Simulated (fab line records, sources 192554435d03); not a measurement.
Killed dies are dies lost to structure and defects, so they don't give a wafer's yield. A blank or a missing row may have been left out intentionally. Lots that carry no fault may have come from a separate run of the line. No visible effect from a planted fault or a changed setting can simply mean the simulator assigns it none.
3 desks looking at one fault ; flow n5 finfet ; numbers are kept per desk, each desk with only its own; the story behind them comes last

## AT THE METROLOGY DESK
What the gauges read, lot by lot, whatever tool the lot ran on: means of the sampled wafers that have a number. If a lot's mean is further than 4 standard deviations from the usual mean, the lot is out of limits and carries the mark OUT (the distance appears in the brackets).
Columns: A = cd nm at N5_BEOL_M11_CD_MEAS_28, usual 70.3 nm
lot;first seen here;A
L317;day 11 03:22;70.7
L322;day 11 20:59;70.1
L323;day 11 22:35;70.0
L321;day 11 22:46;69.8
L325;day 12 16:05;70.4
L332;day 15 03:49;71.0
L336;day 15 09:49;70.3
L337;day 15 23:51;74.6 (+4.7) OUT
L338;day 16 02:50;72.5
L339;day 16 10:46;69.4
L340;day 16 20:21;69.9
This desk's verdict: out of limits on L337, starting with L337 at day 15 23:51 (cd nm at N5_BEOL_M11_CD_MEAS_28). Within limits: L317, L322, L323, L321, L325, L332, L336, L338, L339, L340.

## THE DEFECT DESK
For each lot, the counts of the inspections along the route, averaged over the sampled wafers that have a number. If a lot's mean is further than 4 standard deviations from the usual mean, the lot is out of limits and carries the mark OUT (the distance appears in the brackets).
Columns: A = raw defect count at N5_BEOL_M11_INSPECT_30, usual 424
lot;first seen here;A
L317;day 11 03:25;418
L322;day 11 21:02;428
L323;day 11 22:38;403
L321;day 11 22:49;324
L325;day 12 16:08;416
L332;day 15 03:52;440
L336;day 15 09:52;432
L337;day 15 23:54;518
L338;day 16 02:53;476
L339;day 16 10:49;414
L340;day 16 20:24;470
This desk found nothing out of limits on any of the 11 lots.

## TOOL OWNER'S DESK, litho track-03
The tool's own readings at N5_BEOL_M11_PEB_26 (peb time 60 s): means of the sampled wafers that have a number, for each lot that ran on this tool. If a lot's mean is further than 4 standard deviations from the usual mean, the lot is out of limits and carries the mark OUT (the distance appears in the brackets).
Columns: A = exhaust pa at N5_BEOL_M11_PEB_26, usual 44.8 Pa
lot;first seen here;A
L322;day 11 20:55;45.0
L332;day 15 03:45;45.8
L336;day 15 09:45;44.0
L337;day 15 23:47;45.9
L338;day 16 02:46;43.9
This desk found nothing out of limits on any of the 5 lots.

## TAKEN TOGETHER
On L337, the metrology desk was in a position to raise an alarm at day 15 23:51.
The defect desk saw nothing out of limits.
The tool owner's desk saw nothing out of limits.
The defect desk has L337 on record, within its limits.
On record at the tool owner's desk: L337, within its limits.
The lots listed all ran N5_BEOL_M11_PEB_26 on litho track-03.

## WHAT HAD BEEN PUT IN BY THE SIMULATOR
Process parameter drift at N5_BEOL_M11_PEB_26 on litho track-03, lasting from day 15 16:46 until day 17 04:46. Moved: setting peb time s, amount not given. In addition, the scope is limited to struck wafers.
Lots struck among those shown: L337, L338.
Hours from the fault's start to each desk's first reading out of limits: the metrology desk, 7.
